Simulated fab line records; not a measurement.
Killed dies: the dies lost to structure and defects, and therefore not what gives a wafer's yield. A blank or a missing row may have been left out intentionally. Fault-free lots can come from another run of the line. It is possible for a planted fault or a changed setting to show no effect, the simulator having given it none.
A lot that was struck, set against a sound lot    flow nand_harc    14 steps out of a route of 1159
Sound: wafers L320.2, L320.4, L320.5. Struck: wafers L326.1, L326.2. (L326.6 of the same lot was not struck and is left out.) The cause comes at the end.
For every step that has rows: the tool of each side, followed by ch and its chambers, followed by its first start. Under that, the readings that differ: sound wafers    struck wafers    difference of the means    sigmas: that difference in standard deviations of wafers without a fault.
alike: a reading whose means differ by less than 2 such deviations, as well as words and numbers matching on both sides. not compared: withheld readings; readings where some wafer has no value; bounds like >300 that might hide an equal value; numbers whose values overlap and for which the record gives no deviation.
A row with sigmas, a row that says differs or no value, or rows on one side alone: a step with any of these is where the two part. Non-overlapping numbers with no deviation appear without sigmas and do not part them. A reading that every wafer of one side lacks parts them only if that side has two wafers or more.

NHARC_A_SOURCE_PLATE_THK_MEAS_06: measures by ellipsometry.
  sound on film_metro-02 at day 8 03:18; struck on film_metro-02 at day 9 15:10
  alike: thk_nm
NHARC_A_SOURCE_PLATE_INSPECT_08:
  sound on defect_inspect-02 at day 8 03:23; struck on defect_inspect-02 at day 9 15:14
  alike: raw_defect_count
after that, 1 step with no rows for these wafers: NHARC_A_ONON_D1_DEP_00 (target thk 1000 nm).
NHARC_A_ONON_D1_THK_MEAS_02: measures by ellipsometry.
  sound on film_metro-01 at day 8 03:58; struck on film_metro-02 at day 9 15:49
  alike: thk_nm
after that, 1 step with no rows for these wafers: NHARC_A_ONON_D1_DEP_03 (target thk 1000 nm).
NHARC_A_ONON_D1_THK_MEAS_05: measures by ellipsometry.
  sound on film_metro-02 at day 8 04:32; struck on film_metro-01 at day 9 16:22
  alike: thk_nm
after that, 1 step with no rows for these wafers: NHARC_A_ONON_D1_DEP_06 (target thk 1000 nm).
NHARC_A_ONON_D1_THK_MEAS_08: measures by ellipsometry.
  sound on film_metro-02 at day 8 05:06; struck on film_metro-01 at day 9 16:56
reading      sound           struck   difference  sigmas
thk_nm (nm)  1006 1004 1005  986 987  -18         -2
after that, 1 step with no rows for these wafers: NHARC_A_ONON_D1_DEP_09 (target thk 1000 nm).
NHARC_A_ONON_D1_THK_MEAS_11: measures by ellipsometry.
  sound on film_metro-01 at day 8 05:40; struck on film_metro-02 at day 9 17:30
  alike: thk_nm
NHARC_A_ONON_D1_DEP_12: target thk 1000 nm.
  sound on pecvd_onon-02 ch 0, day 8 05:47; struck on pecvd_onon-03 ch 0, day 9 17:34
  alike: n2o_flow_sccm
NHARC_A_ONON_D1_THK_MEAS_14: measures by ellipsometry.
  sound on film_metro-01 at day 8 06:14; struck on film_metro-02 at day 9 18:04
reading      sound           struck   difference  sigmas
thk_nm (nm)  1010 1010 1011  639 637  -372        -45
then, 1 step without rows for these wafers: NHARC_A_ONON_D1_ANNEAL_15 (time 3600 s).
-- the record jumps here: 12 days lie between the struck wafers' starts before and after (it left off in module A_ONON_D1 and takes up again in module END, whose first step shown is number 1159 of the route) --
NHARC_END_SORT_01:
  at this point the record logs the struck wafers (prober-02 ch 0, day 21 16:30) and has no rows for the sound ones

WHERE THEY PART
Last at NHARC_END_SORT_01 as far as this record goes, first at NHARC_A_ONON_D1_THK_MEAS_08.

WHY: whatever the simulator had introduced
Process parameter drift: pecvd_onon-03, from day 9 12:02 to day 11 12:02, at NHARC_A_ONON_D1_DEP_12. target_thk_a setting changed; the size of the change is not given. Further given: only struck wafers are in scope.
